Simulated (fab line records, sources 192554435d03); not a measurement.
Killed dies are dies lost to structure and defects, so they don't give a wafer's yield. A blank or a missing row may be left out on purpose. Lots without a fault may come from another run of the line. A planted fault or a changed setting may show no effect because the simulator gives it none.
Chamber matching | flow n5_finfet | N5_GATE_CUT_ALD_22 on ald_sin-04: 4 sister chambers
The step deposits SiNx, target thk 16 nm, pulse time 1 s, ald cycles 320. 4 wafers are shown with their chamber, then 8 later ones without.

WAFERS WITH THEIR CHAMBER
wafer  | chamber | heater_power_w (W)
L081.4 | 3       | 834
L090.4 | 0       | 847
L090.6 | 1       | 860
L093.1 | 2       | 924

WAFERS WITHOUT THEIR CHAMBER
wafer  | heater_power_w (W)
L093.2 | 867
L093.3 | 872
L093.4 | 869
L093.5 | 881
L093.6 | 892
L097.3 | 867
L097.4 | 955
L097.5 | 841

WHICH CHAMBER EACH WENT THROUGH
wafer  | from the rows above               | in truth
L093.2 | can't be placed: 1 or 0 or 3      | 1
L093.3 | can't be placed: 1 or 0 or 3      | 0
L093.4 | can't be placed: 1 or 0 or 3      | 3
L093.5 | can't be placed: 1 or 0 or 2 or 3 | 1
L093.6 | can't be placed: 1 or 2 or 0 or 3 | 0
L097.3 | can't be placed: 1 or 0 or 3      | 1
L097.4 | 2                                 | 2
L097.5 | can't be placed: 0 or 3 or 1      | 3
Placed correctly: 1 of 8. Can't be placed from these rows: 7 (the true chamber is among the candidates in 7). Placed wrongly: 0.
How it was worked out, from the rows above alone: a wafer's distance from a chamber is the root of the sum, over the readings, of the square of ((its reading less the chamber's mean) divided by the reading's scatter). The wafer belongs to the nearest chamber; if the next one is less than 2 further off, it can't be placed. A chamber's mean is the mean of its shown wafers. The scatter: with one shown wafer a chamber, the root of the mean of the squares of how far each hidden wafer lies from its nearest shown one.
